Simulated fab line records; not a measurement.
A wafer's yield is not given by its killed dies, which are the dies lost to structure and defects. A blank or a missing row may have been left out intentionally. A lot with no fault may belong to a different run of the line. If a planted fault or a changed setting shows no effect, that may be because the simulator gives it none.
The tool behind it: which one?    flow n5 finfet    Sampling: 11 lots, 33 wafers, 4 of 1938 route steps

== WHAT EACH GAUGE READ, for each wafer ==
Not one reading of a measure or inspect step in the record can be checked against a usual standard deviation.

== WHAT TOOL EACH LOT RAN ON (gives the tool, then ch and the chambers of the sampled wafers, and finally the start) ==
lot   N5_BEOL_M13_TRENCH_ETCH_34          N5_PASSIVATION_AL_DEP_21      N5_PASSIVATION_STRIP_48             N5_PASSIVATION_PROBE_49
L641  rie diel-02 ch 0,2,3, day 10 23:50  pvd sputter-01, day 12 04:17  rie diel-04 ch 0,1, day 12 07:08    prober-01, day 12 09:40
L642  rie diel-06 ch 0,1,3, day 12 07:17  pvd sputter-01, day 13 04:07  rie diel-04 ch 1,2,3, day 13 07:06  prober-02, day 13 09:38
L645  rie diel-05 ch 0,3, day 12 13:57    pvd sputter-01, day 13 17:09  rie diel-01 ch 1,2, day 13 20:05    prober-02, day 13 22:43
L643  rie diel-05 ch 1,2, day 12 16:00    pvd sputter-03, day 13 22:04  rie diel-01 ch 1,3, day 14 01:14    prober-02, day 14 03:50
L649  rie diel-02 ch 1,3, day 13 21:48    pvd sputter-03, day 14 21:11  rie diel-03 ch 1,2,3, day 15 00:30  prober-02, day 15 04:22
L648  rie diel-06 ch 0,1,3, day 13 22:02  pvd sputter-03, day 14 20:49  rie diel-01 ch 0,1,3, day 15 00:06  prober-01, day 15 03:05
L647  rie diel-02 ch 0,1, day 14 05:19    pvd sputter-03, day 15 04:29  rie diel-04 ch 0,1,3, day 15 07:31  prober-01, day 15 10:07
L654  rie diel-06 ch 1,2, day 15 21:20    pvd sputter-02, day 16 23:20  rie diel-03 ch 0,1,3, day 17 02:20  prober-02, day 17 04:53
L661  rie diel-02 ch 1,2,3, day 17 16:41  pvd sputter-03, day 18 20:32  rie diel-04 ch 0,1,3, day 18 23:34  prober-02, day 19 02:49
L660  rie diel-05 ch 2,3, day 17 23:14    pvd sputter-03, day 18 21:56  rie diel-04 ch 0,1,2, day 19 01:02  prober-02, day 19 03:50
L662  rie diel-05 ch 1,2,3, day 18 11:59  pvd sputter-02, day 19 17:55  rie diel-03 ch 2,3, day 19 21:15    prober-02, day 19 23:50
- N5_BEOL_M13_TRENCH_ETCH_34: etches SiOC in C4F8/O2/Ar, target depth 413.47 nm, time 162.6 s.
- N5_PASSIVATION_AL_DEP_21: deposits Al, target thk 2800 nm, time 170 s.
- N5_PASSIVATION_STRIP_48: strips in O2.
- N5_PASSIVATION_PROBE_49

== AS READ BY THE TOOLS THEMSELVES (means over the sampled wafers that have a number; for cases with no such wafer, the mark the record gives instead) ==
N5_BEOL_M13_TRENCH_ETCH_34. Usual: drypump motor current A 6.1 A, standard deviation 0.49; oes product au 0.78 a.u., standard deviation 0.1; rf vpp V 665 V, standard deviation 3.3; showerhead plenum p Torr 3.41 Torr, standard deviation 0.12; throttle valve pct 24.16 %, standard deviation 0.28.
lot   tool         drypump motor current A (A)  oes product au (a.u.)  rf vpp V (V)  showerhead plenum p Torr (Torr)  throttle valve pct (%)  flag
L641  rie diel-02  6.3                          0.72                   664           3.35                             24.36                   
L642  rie diel-06  6.0                          0.77                   665           3.43                             24.12                   
L645  rie diel-05  5.4                          0.76                   665           3.43                             24.16                   
L643  rie diel-05  6.1                          0.77                   662           3.30                             24.32                   
L649  rie diel-02  6.0                          0.70                   667           3.43                             24.22                   
L648  rie diel-06  6.0                          0.76                   666           3.42                             24.13                   
L647  rie diel-02  6.0                          0.69                   667           3.47                             24.31                   
L654  rie diel-06  6.4                          0.89                   668           3.51                             24.11                   
L661  rie diel-02  6.0                          0.77                   664           3.36                             24.22                   
L660  rie diel-05  5.7                          0.91                   663           3.38                             24.08                   
L662  rie diel-05  5.9                          0.93                   667           3.46                             24.12                   

N5_PASSIVATION_AL_DEP_21. Usual: throttle valve pct reads 29.4 % (standard deviation 0.82).
lot   tool            throttle valve pct (%)  flag
L641  pvd sputter-01  30.0                    
L642  pvd sputter-01  29.8                    
L645  pvd sputter-01  29.2                    
L643  pvd sputter-03  29.9                    
L649  pvd sputter-03  29.4                    
L648  pvd sputter-03  29.5                    
L647  pvd sputter-03  29.4                    
L654  pvd sputter-02  28.4                    
L661  pvd sputter-03  29.5                    
L660  pvd sputter-03  29.5                    
L662  pvd sputter-02  29.3                    

N5_PASSIVATION_STRIP_48. Usual: drypump motor current A 5.49 A, standard deviation 0.29; oes product au 0.84 a.u., standard deviation 0.085; rf vpp V 3.8 V, standard deviation 2.3; showerhead plenum p Torr 2.11 Torr, standard deviation 0.085; throttle valve pct 16.51 %, standard deviation 0.24.
lot   tool         drypump motor current A (A)  oes product au (a.u.)  rf vpp V (V)  showerhead plenum p Torr (Torr)  throttle valve pct (%)  flag
L641  rie diel-04  5.77                         0.70                   6.0           2.00                             16.68                   
L642  rie diel-04  5.50                         0.77                   5.3           2.03                             16.54                   
L645  rie diel-01  5.72                         0.78                   4.8           2.07                             16.63                   
L643  rie diel-01  5.36                         0.84                   4.1           2.09                             16.43                   
L649  rie diel-03  5.40                         0.83                   0.8           2.17                             16.71                   
L648  rie diel-01  5.39                         0.89                   4.2           2.13                             16.34                   
L647  rie diel-04  5.52                         0.86                   6.7           2.12                             16.44                   
L654  rie diel-03  5.71                         0.83                   4.4           2.13                             16.58                   
L661  rie diel-04  5.56                         0.90                   3.1           2.10                             16.37                   
L660  rie diel-04  5.63                         0.89                   4.0           2.10                             16.29                   
L662  rie diel-03  5.08                         0.79                   2.2           2.18                             16.84                   

N5_PASSIVATION_PROBE_49. Usual: defect limited yield 91.3 %, standard deviation 1.4; killed_at_M0_to_M3 33, standard deviation 11; killed_at_M4_up 15, standard deviation 6.2; killed at contacts 13, standard deviation 6.5; killed at front end 38, standard deviation 11; killed at other 3.4, standard deviation 2.6; killed dies 102, standard deviation 17; killed on rim 13, standard deviation 4.1; killed open 67, standard deviation 12; killed short 34, standard deviation 7.9; sort_bin_5_function 5.1 %, standard deviation 0.88; sort_bin_6_memory 3.3 %, standard deviation 0.65; sort n pass 1078, standard deviation 17; sort yield pct 91.3 %, standard deviation 1.4.
lot   tool       defect limited yield (%)  killed_at_M0_to_M3  killed_at_M4_up  killed at contacts  killed at front end  killed at other  killed dies  killed on rim  killed open  killed short  sort_bin_5_function (%)  sort_bin_6_memory (%)  sort n pass  sort yield pct (%)  flag
L641  prober-01  92.4                      19                  13               25                  32                   0.3              89           10             59           30            4.9                      2.5                    1091         92.4                
L642  prober-02  91.7                      38                  7                14                  36                   2.0              98           11             62           34            4.9                      3.1                    1082         91.7                
L645  prober-02  90.2                      53                  12               14                  33                   3.3              115          14             72           41            5.6                      3.8                    1065         90.2                
L643  prober-02  91.7                      37                  13               11                  30                   5.3              98           12             63           32            5.0                      3.0                    1082         91.7                
L649  prober-02  89.9                      37                  17               13                  44                   7.7              119          15             77           40            5.9                      3.7                    1061         89.9                
L648  prober-01  91.6                      37                  8                16                  36                   2.0              99           13             63           34            4.7                      3.5                    1081         91.6                
L647  prober-01  90.9                      38                  13               20                  29                   6.7              107          13             76           29            5.2                      3.5                    1073         90.9                
L654  prober-02  85.9                      27                  95               13                  29                   2.0              166          22             53           27            8.5                      3.1                    1014         85.9                OFF
L661  prober-02  92.1                      24                  13               15                  31                   9.7              93           11             59           32            5.1                      2.4                    1087         92.1                
L660  prober-02  90.7                      33                  9                17                  47                   3.3              109          12             69           35            5.1                      3.7                    1071         90.7                
L662  prober-02  93.9                      26                  15               5                   25                   1.0              72           6              45           27            3.5                      2.5                    1108         93.9                

== THE ANSWER, worked out from the rows above alone ==
Rule: a lot is off if the mean of its wafers that have a number lies more than 3 standard deviations from the usual mean. Also off: a lot with no number at a reading for which 4 or more lots have one. Where the step has rows for the other lots, those lots are counted as sound. The gauges are gone through in route order, then the tools' own readings, and for those a lot's mean is taken as printed above. At the first step where some lot is off, the reading lying furthest off is the one used; lots without a number count as furthest.
Off: L654, at N5_PASSIVATION_PROBE_49 (killed_at_M4_up).
If a tool, at that step or one of the process steps before it, ran each lot that is off and ran no sound lot following the first of them, it fits. One candidate fits, namely rie diel-06 at N5_BEOL_M13_TRENCH_ETCH_34. A fault onset in the window from L648 (day 13 22:02, its last sound lot) to L654 (day 15 21:20, its first lot off) fits.

== WHAT THE SIMULATOR HAD INSERTED ==
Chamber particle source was rie diel-06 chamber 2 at N5_BEOL_M13_TRENCH_ETCH_34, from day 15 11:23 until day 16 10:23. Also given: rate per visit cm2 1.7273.
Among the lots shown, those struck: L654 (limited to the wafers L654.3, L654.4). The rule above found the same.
